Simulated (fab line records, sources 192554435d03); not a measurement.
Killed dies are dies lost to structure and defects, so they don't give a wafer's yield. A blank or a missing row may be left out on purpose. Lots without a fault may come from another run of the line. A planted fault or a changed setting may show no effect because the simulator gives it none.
Tool commonality check | flow n5_finfet | 9 lots, 26 wafers sampled

WHY IT WAS OPENED
At N5_BEOL_M4_RC_MEAS_101 the reading IOFF_P_LONG is flagged on 3 of 9 lots. Wafers without a fault read 0.000104 nA/um, standard deviation 8.9e-06.
Rule: a lot is flagged when every wafer of it that has a number lies more than 4 standard deviations from that mean, or none has a number. The other lots count as sound.

lot  | measured     | on        | IOFF_P_LONG (nA/um), wafer by wafer | flag
L988 | day 9 18:07  | prober-01 | 0.000118 0.000115                   |
L990 | day 10 05:05 | prober-01 | 9.4e-05 9.4e-05 9.6e-05             |
L991 | day 10 07:43 | prober-02 | 9.7e-05 0.000104 0.000103           |
L997 | day 11 06:49 | prober-01 | 0.001897 0.00186 0.001889           | FLAGGED
L998 | day 11 16:44 | prober-01 | 0.002145 0.002198 0.002197          | FLAGGED
L999 | day 12 00:05 | prober-01 | 0.001721 0.001767 0.001728          | FLAGGED
L102 | day 12 19:56 | prober-02 | 0.000117 0.000115 0.000114          |
L107 | day 13 23:31 | prober-01 | 9.9e-05 9.7e-05 9.9e-05             |
L106 | day 14 01:47 | prober-01 | 9.7e-05 9.8e-05 0.000102            |
The numbers of the flagged lots are 0.001934 nA/um on average: +0.001830 nA/um against the usual, or +99 or more standard deviations.

WHICH TOOL RAN EACH LOT
The record holds 3 process steps before the reading, out of a route of 1938 steps. In each cell: the tool, then ch and the chambers that the sampled wafers went through, then the start.
lot  | flag    | N5_HKMG_FIN_STRIP_92               | N5_HKMG_FIN_NWFM_ALD_20             | N5_HKMG_FIN_ALD_72
L988 |         | rie_diel-02 ch 1,3, day 5 07:58    | ald_metal-02 ch 1,3, day 5 09:56    | cvd_w-01 ch 0, day 5 11:33
L990 |         | rie_diel-02 ch 0,3, day 5 23:11    | ald_metal-04 ch 2,3, day 6 00:46    | cvd_w-02 ch 0,1, day 6 02:46
L991 |         | rie_diel-06 ch 0,1,2, day 6 04:32  | ald_metal-03 ch 0,1, day 6 06:12    | cvd_w-02 ch 0,1, day 6 07:44
L997 | FLAGGED | rie_diel-02 ch 0,2, day 7 08:53    | ald_metal-04 ch 1,3, day 7 10:23    | cvd_w-01 ch 0,1, day 7 12:07
L998 | FLAGGED | rie_diel-03 ch 1,2,3, day 7 18:23  | ald_metal-03 ch 2,3, day 7 19:53    | cvd_w-01 ch 0,1, day 7 21:27
L999 | FLAGGED | rie_diel-06 ch 0,1,3, day 8 04:15  | ald_metal-04 ch 0,2,3, day 8 05:59  | cvd_w-02 ch 0, day 8 07:34
L102 |         | rie_diel-03 ch 1,2,3, day 8 16:14  | ald_metal-04 ch 0,1,2, day 8 17:44  | cvd_w-01 ch 0,1, day 8 19:17
L107 |         | rie_diel-03 ch 1,2,3, day 10 05:59 | ald_metal-03 ch 2,3, day 10 07:31   | cvd_w-02 ch 0,1, day 10 09:05
L106 |         | rie_diel-03 ch 0,2,3, day 10 09:16 | ald_metal-03 ch 0,1,3, day 10 10:49 | cvd_w-02 ch 0,1, day 10 12:21
What these steps do:
- N5_HKMG_FIN_STRIP_92: strips SOC in N2/H2, time 20 s.
- N5_HKMG_FIN_NWFM_ALD_20: deposits TiAlC, target thk 2 nm, pulse time 3 s, purge time 2 s.
- N5_HKMG_FIN_ALD_72: deposits W, target thk 2 nm, pulse time 1 s, purge time 2 s.
- N5_BEOL_M4_RC_MEAS_101

FLAGGED OVER TOTAL, TOOL BY TOOL (the gauges that took the reading come last)
step                    | tool         | lots run | flagged | share of the flagged lots | sound lots run after its first flagged lot
N5_HKMG_FIN_STRIP_92    | rie_diel-02  | 3        | 1       | some                      | 0
N5_HKMG_FIN_STRIP_92    | rie_diel-03  | 4        | 1       | some                      | 3 (L102,L107,L106)
N5_HKMG_FIN_STRIP_92    | rie_diel-06  | 2        | 1       | some                      | 0
N5_HKMG_FIN_NWFM_ALD_20 | ald_metal-02 | 1        | 0       | none                      | -
N5_HKMG_FIN_NWFM_ALD_20 | ald_metal-03 | 4        | 1       | some                      | 2 (L107,L106)
N5_HKMG_FIN_NWFM_ALD_20 | ald_metal-04 | 4        | 2       | some                      | 1 (L102)
N5_HKMG_FIN_ALD_72      | cvd_w-01     | 4        | 2       | some                      | 1 (L102)
N5_HKMG_FIN_ALD_72      | cvd_w-02     | 5        | 1       | some                      | 2 (L107,L106)
N5_BEOL_M4_RC_MEAS_101  | prober-01    | 7        | 3       | all                       | 2 (L107,L106)
N5_BEOL_M4_RC_MEAS_101  | prober-02    | 2        | 0       | none                      | -

WHAT THE TABLE ALLOWS
1 row of the table ran every flagged lot: prober-01 at N5_BEOL_M4_RC_MEAS_101.
- prober-01 at N5_BEOL_M4_RC_MEAS_101: 3 of its 7 lots flagged. Sound lots ran on it after the first flagged one (L107, L106), which a lasting fault on the whole tool wouldn't allow.
No row of the table ran every flagged lot and no sound lot after the first.

WHAT THE SIMULATOR HAD PUT IN
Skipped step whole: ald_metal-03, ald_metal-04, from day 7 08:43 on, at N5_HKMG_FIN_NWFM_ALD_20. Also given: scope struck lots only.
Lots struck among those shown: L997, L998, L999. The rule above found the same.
